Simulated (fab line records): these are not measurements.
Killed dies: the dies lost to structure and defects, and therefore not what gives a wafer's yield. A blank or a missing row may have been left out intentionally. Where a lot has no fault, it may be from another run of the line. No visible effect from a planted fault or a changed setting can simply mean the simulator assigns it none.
A struck lot beside a sound one ; flow n5_finfet ; 15 out of 1938 route steps
Sound: wafers L497.1, L497.3, L497.6. Struck: wafer L507.5 (left out: L507.3, a lot-mate that was not struck); the cause follows at the end.
Per side, at each step with rows, come the tool, then ch with its chambers, and then its first start. Under that, the readings that differ: sound wafers ; struck wafers ; difference of the means ; sigmas: that difference in standard deviations of wafers without a fault.
alike: readings whose means differ by less than 2 such deviations, and words and numbers that are the same on both sides. not compared: withheld readings, readings that some wafer has no value for, bounds like >300 that may hide the same value, and numbers for which the record gives no deviation and whose values overlap.
Wherever a step has rows on one side only, a row that says differs or no value, or a row with sigmas, the two part there. Numbers that have no deviation but don't overlap get no sigmas and don't part them. Lack of a reading on every wafer of one side parts them only where that side has two or more wafers.

N5_BEOL_M3_DESCUM_33: chemistry O2, time 7 s.
  sound on rie_diel-06 ch 0,1,2, day 8 16:04; struck on rie_diel-04 ch 0, day 12 10:57
  alike: drypump_motor_current_A, oes_product_au, rf_fwd_power_W, rf_vpp_V, showerhead_plenum_p_Torr, throttle_valve_pct
  not compared: rf_hours_counter_h
then, 2 steps without rows for these wafers: N5_BEOL_M3_ETCH_77 (etches underlayer in N2/H2, target depth 6.5 nm, time 5.2 s); N5_BEOL_M3_ETCH_69 (etches SiARC in CF4, target depth 15.6 nm, time 26 s).
N5_BEOL_M3_ALD_98: deposits SiO2, target thk 2.5 nm, pulse time 1 s, co reactant pulse time 1 s.
  sound on ald_sin-03 ch 0,2, day 8 16:25; struck on ald_sin-01 ch 2, day 12 11:45
  alike: heater_power_w, precursor_pulse_height_rel, susceptor_temp_C
N5_BEOL_M3_ETCHBACK_99: etches SiO2 in CHF3, target depth 5 nm, time 10.4 s.
  sound on rie_diel-06 ch 2,3, day 10 09:50; struck on rie_diel-04 ch 0, day 13 11:08
reading;sound;struck;difference;sigmas
oes_ar_750_au (a.u.);0.73 0.71 0.71;0.89;+0.17;+2
rf_fwd_power_W (W);213.3 214.1 214.2;211.8;-2.1;-2
rf_vpp_V (V);245 245 246;232;-13;-3
  alike: drypump_motor_current_A, oes_product_au, showerhead_plenum_p_Torr, throttle_valve_pct
  not compared: rf_hours_counter_h
then, 6 steps without rows for these wafers: N5_BEOL_M3_ETCH_70 (etches SOC in N2/H2, target depth 80 nm, overetch 16 nm, time 120 s); N5_BEOL_M3_STRIP_71 (strips in N2/H2); N5_BEOL_M3_STRIP_78 (strips in N2/H2); N5_BEOL_M3_VIA_ETCH_34 (etches the open film in C4F6/O2, target depth 69.4 nm, time 65.9 s); N5_BEOL_M3_STRIP_83 (strips in C4F6/O2); N5_BEOL_M3_STRIP_36 (strips in N2/H2).
N5_BEOL_M3_TRENCH_ETCH_37: etches SiOC in C4F6/O2, target depth 55.555 nm, time 29.2 s.
  sound: rie_diel-06 ch 2,3; struck: rie_diel-04 ch 0
reading;sound;struck;difference;sigmas
rf_vpp_V (V);672 677 677;645;-30;-2
  alike: drypump_motor_current_A, oes_ar_750_au, oes_product_au, rf_fwd_power_W, showerhead_plenum_p_Torr, throttle_valve_pct
  not compared: rf_hours_counter_h
N5_BEOL_M3_ETCH_41: etches SiCN in CH3F/O2, target depth 29.9 nm, time 52.5 s.
  sound on rie_diel-06 ch 2,3, day 10 10:07; struck on rie_diel-04 ch 0, day 13 11:23
reading;sound;struck;difference;sigmas
throttle_valve_pct (%);16.70 16.44 16.42;16.08;-0.44;-2
model.etch.depth_nm (nm);19.95 19.84 19.83;11.76;-8.11;
  alike: drypump_motor_current_A, oes_product_au, rf_fwd_power_W, rf_vpp_V, showerhead_plenum_p_Torr
  not compared: rf_hours_counter_h
N5_BEOL_M3_STRIP_97: strips in N2/H2, time 10 s.
  sound: rie_diel-06 ch 2,3; struck: rie_diel-04 ch 0
  alike: drypump_motor_current_A, oes_product_au, rf_vpp_V, showerhead_plenum_p_Torr, throttle_valve_pct
  not compared: rf_hours_counter_h
N5_BEOL_M4_RC_MEAS_101:
  sound on prober-02 ch 0, day 12 00:41; struck on prober-01 ch 0, day 14 04:10
  alike: DIBL_N, DIBL_P, IOFF_N, IOFF_P, ION_N, ION_P, SS_N, SS_P, VT_N, VT_P

WHERE THEY PART
Last at N5_BEOL_M3_ETCH_41 as far as this record goes, first at N5_BEOL_M3_ETCHBACK_99. Later steps at which nothing parts them and some readings are alike: N5_BEOL_M3_STRIP_97, N5_BEOL_M4_RC_MEAS_101.

WHY: whatever the simulator had introduced
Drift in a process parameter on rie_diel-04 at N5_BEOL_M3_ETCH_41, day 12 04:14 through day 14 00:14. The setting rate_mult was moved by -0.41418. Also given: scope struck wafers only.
